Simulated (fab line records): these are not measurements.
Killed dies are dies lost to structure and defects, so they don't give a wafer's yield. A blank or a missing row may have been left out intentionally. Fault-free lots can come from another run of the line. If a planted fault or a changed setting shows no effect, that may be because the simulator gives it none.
Struck lot and sound lot, side by side ; flow n5Finfet ; 18 steps out of a route of 1938
Sound: these wafers, L945.1, L945.2, L945.3. The struck wafers were L949.1, L949.6. The cause comes at the end.
Each step with rows lists, per side, the tool, then ch with its chambers, then its first start. Under that, the readings that differ: sound wafers ; struck wafers ; difference of the means ; sigmas: that difference in standard deviations of wafers without a fault.
alike: words and numbers the same on both sides, and readings whose means are apart by under 2 such deviations; not compared: readings that were withheld, readings missing a value for some wafer, numbers with overlapping values and no deviation given by the record, and bounds like >300 which may hide the same value.
The two part at a step that has a row with sigmas, a row that says differs or no value, or rows on one side only. Non-overlapping numbers with no deviation appear without sigmas and do not part them. Lack of a reading on every wafer of one side parts them only where that side has two or more wafers.

N5_PASSIVATION_STRIP_14: strips in O2.
  sound on rieDiel-04 ch 0,1,2, day 16 07:52; struck on rieDiel-03 ch 0, day 17 05:11
  alike: drypumpMotorCurrentA, oesProductAu, rfVppV, showerheadPlenumPTorr, throttleValvePct
  not compared: rfHoursCounterH
N5_PASSIVATION_ETCH_15: etches SiCN in CF4/N2, target depth 75 nm, time 81.2 s.
  sound: rieDiel-04 ch 0,1,2; struck: rieDiel-03 ch 0
  alike: drypumpMotorCurrentA, oesProductAu, rfVppV, showerheadPlenumPTorr, throttleValvePct
  not compared: rfHoursCounterH
then, 3 steps without rows for these wafers: N5_PASSIVATION_STRIP_73 (strips in post etch residue remover, time 60 s); N5_PASSIVATION_SRD_17 (time 30 s, dry time 30 s); N5_PASSIVATION_DEGAS_18 (time 60 s).
N5_PASSIVATION_PRE_CLEAN_19:
  sound on pvdSputter-01 at day 16 09:02; struck on pvdSputter-01 at day 17 05:58
  alike: heaterPowerW
N5_PASSIVATION_SPUTTER_20: material TaN, target thk 50 nm.
  sound on pvdSputter-01 at day 16 09:04; struck on pvdSputter-01 at day 17 06:01
  alike: substrateTempC, throttleValvePct
N5_PASSIVATION_AL_DEP_21: deposits Al, target thk 2800 nm, time 170 s.
  sound on pvdSputter-01 at day 16 09:10; struck on pvdSputter-01 at day 17 06:07
  alike: substrateTempC, throttleValvePct
then, 4 steps without rows for these wafers: N5_PASSIVATION_HMDS_23 (time 60 s); N5_PASSIVATION_COAT_24; N5_PASSIVATION_EBR_26; N5_PASSIVATION_SOFTBAKE_25 (time 90 s).
N5_PASSIVATION_EXPOSE_27: exposes mask PAD, defocus 0 nm.
  sound on krfScanner-01 ch 0, day 16 09:35; struck on krfScanner-01 ch 0, day 17 06:32
reading;sound;struck;difference;sigmas
exposureDoseMJCm2;32.27 32.26 32.24;23.70 23.72;-8.55;-99 or more
  alike: mask, reticleTempC
then, 3 steps without rows for these wafers: N5_PASSIVATION_PEB_28; N5_PASSIVATION_DEVELOP_29 (develop time 60 s); N5_PASSIVATION_HARDBAKE_31 (time 120 s).
N5_PASSIVATION_CD_MEAS_30: the cd target is 4000 nm.
  sound on cdSem-01 ch 0, day 16 09:46; struck on cdSem-01 ch 0, day 17 06:43
reading;sound;struck;difference;sigmas
cdNm (nm);4001.5 4001.6 4002.0;3940.8 3943.2;-59.7;-35
N5_PASSIVATION_OVL_MEAS_63:
  sound on overlay-01 ch 0, day 16 09:47; struck on overlay-01 ch 0, day 17 06:44
  alike: PAD_OVL

WHERE THEY PART
Earliest at N5_PASSIVATION_EXPOSE_27; latest, in this record, at N5_PASSIVATION_CD_MEAS_30. Later steps at which nothing parts them and some readings are alike: N5_PASSIVATION_OVL_MEAS_63.

WHY: what the simulator had put in
Process parameter drift: krfScanner-01, from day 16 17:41 on, at N5_PASSIVATION_EXPOSE_27. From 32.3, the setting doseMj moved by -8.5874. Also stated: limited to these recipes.
